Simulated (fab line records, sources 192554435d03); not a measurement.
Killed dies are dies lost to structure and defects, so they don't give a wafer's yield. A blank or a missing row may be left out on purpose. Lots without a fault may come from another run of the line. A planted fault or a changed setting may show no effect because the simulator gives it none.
Chamber matching | flow n5_finfet | N5_BEOL_M5_STRIP_64 on rie_diel-01: 4 sister chambers
The step strips in CF4. 18 wafers are shown with their chamber, then 9 later ones without.

WAFERS WITH THEIR CHAMBER
wafer  | chamber | throttle_valve_pct (%) | showerhead_plenum_p_Torr (Torr) | oes_product_au (a.u.)
L076.2 | 0       | 13.87                  | 1.78                            | 0.68
L076.3 | 1       | 13.63                  | 1.92                            | 0.83
L076.6 | 2       | 13.65                  | 1.77                            | 0.86
L077.1 | 2       | 13.66                  | 1.77                            | 0.87
L077.3 | 3       | 13.04                  | 1.75                            | 0.93
L077.6 | 2       | 13.67                  | 1.77                            | 0.86
L080.2 | 3       | 13.02                  | 1.75                            | 0.92
L080.4 | 2       | 13.66                  | 1.77                            | 0.86
L080.6 | 3       | 13.04                  | 1.75                            | 0.93
L084.1 | 3       | 13.04                  | 1.75                            | 0.90
L084.3 | 1       | 13.66                  | 1.92                            | 0.82
L084.6 | 2       | 13.68                  | 1.76                            | 0.85
L086.1 | 1       | 13.65                  | 1.91                            | 0.82
L086.3 | 1       | 13.66                  | 1.91                            | 0.82
L086.4 | 3       | 13.05                  | 1.75                            | 0.89
L088.1 | 1       | 13.66                  | 1.91                            | 0.82
L088.4 | 1       | 13.67                  | 1.91                            | 0.82
L088.5 | 3       | 13.08                  | 1.75                            | 0.90

SIGNATURES (means of the wafers above)
reading                  | chamber 0 | chamber 1 | chamber 2 | chamber 3 | scatter within a chamber
throttle_valve_pct       | 13.8700   | 13.6550   | 13.6640   | 13.0450   | 0.0156
showerhead_plenum_p_Torr | 1.7800    | 1.9133    | 1.7680    | 1.7500    | 0.0039
oes_product_au           | 0.6800    | 0.8217    | 0.8600    | 0.9117    | 0.0112
Rule: a wafer's distance from a chamber is the root of the sum, over the readings, of the square of ((its reading less the chamber's mean) divided by the reading's scatter). The wafer belongs to the nearest chamber; if the next one is less than 2 further off, it can't be placed. The scatter: the root of (the sum of the squares of (reading less its chamber's mean) over the shown wafers, divided by (wafers less chambers)).

WAFERS WITHOUT THEIR CHAMBER
wafer  | throttle_valve_pct (%) | showerhead_plenum_p_Torr (Torr) | oes_product_au (a.u.)
L090.2 | 13.09                  | 1.74                            | 0.88
L090.3 | 13.35                  | 1.78                            | 0.92
L090.5 | 13.09                  | 1.74                            | 0.88
L092.2 | 13.70                  | 1.91                            | 0.81
L092.4 | 13.35                  | 1.77                            | 0.91
L092.5 | 13.70                  | 1.91                            | 0.81
L095.1 | 13.36                  | 1.77                            | 0.89
L095.2 | 13.71                  | 1.91                            | 0.80
L095.4 | 13.71                  | 1.76                            | 0.82

WHICH CHAMBER EACH WENT THROUGH
wafer  | from the rows above     | in truth
L090.2 | 3                       | 3
L090.3 | can't be placed: 3 or 2 | 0
L090.5 | 3                       | 3
L092.2 | 1                       | 1
L092.4 | can't be placed: 3 or 2 | 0
L092.5 | 1                       | 1
L095.1 | can't be placed: 2 or 3 | 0
L095.2 | 1                       | 1
L095.4 | 2                       | 2
Placed correctly: 6 of 9. Can't be placed from these rows: 3 (the true chamber is among the candidates in 0). Placed wrongly: 0.
